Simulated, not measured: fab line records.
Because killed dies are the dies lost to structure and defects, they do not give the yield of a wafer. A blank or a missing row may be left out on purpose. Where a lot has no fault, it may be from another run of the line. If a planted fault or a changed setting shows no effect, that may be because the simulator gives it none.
Chamber matching ; flow n5_finfet ; N5_BEOL_M10_DESCUM_33 on rie_diel-03: 4 sister chambers
The step chemistry O2, time 7.9 s. 4 wafers are shown with their chamber, then 10 later ones without.

WAFERS PAIRED WITH THEIR CHAMBERS
wafer;chamber;showerhead_plenum_p_Torr (Torr)
L080.2;3;2.06
L090.1;0;2.24
L091.2;1;2.00
L091.3;2;1.96

WAFERS WITH NO CHAMBER GIVEN
wafer;showerhead_plenum_p_Torr (Torr)
L091.5;1.96
L094.2;2.05
L094.4;1.96
L094.5;2.24
L095.2;2.00
L095.3;2.05
L095.4;2.24
L096.2;2.24
L096.3;2.05
L096.6;2.00

WHICH CHAMBER EACH WENT THROUGH
wafer;from the rows above;in truth
L091.5;2;2
L094.2;3;3
L094.4;2;2
L094.5;0;0
L095.2;1;1
L095.3;3;3
L095.4;0;0
L096.2;0;0
L096.3;3;3
L096.6;1;1
10 of 10 placed correctly. Can't be placed from these rows: 0. Number placed wrongly: 0.
How it was worked out, from the rows above alone: a wafer's distance from a chamber is the root of the sum, over the readings, of the square of ((its reading less the chamber's mean) divided by the reading's scatter). The wafer belongs to the nearest chamber; if the next one is less than 2 further off, it can't be placed. The mean given for a chamber averages the wafers shown for that chamber. The scatter: with one shown wafer a chamber, the root of the mean of the squares of how far each hidden wafer lies from its nearest shown one.
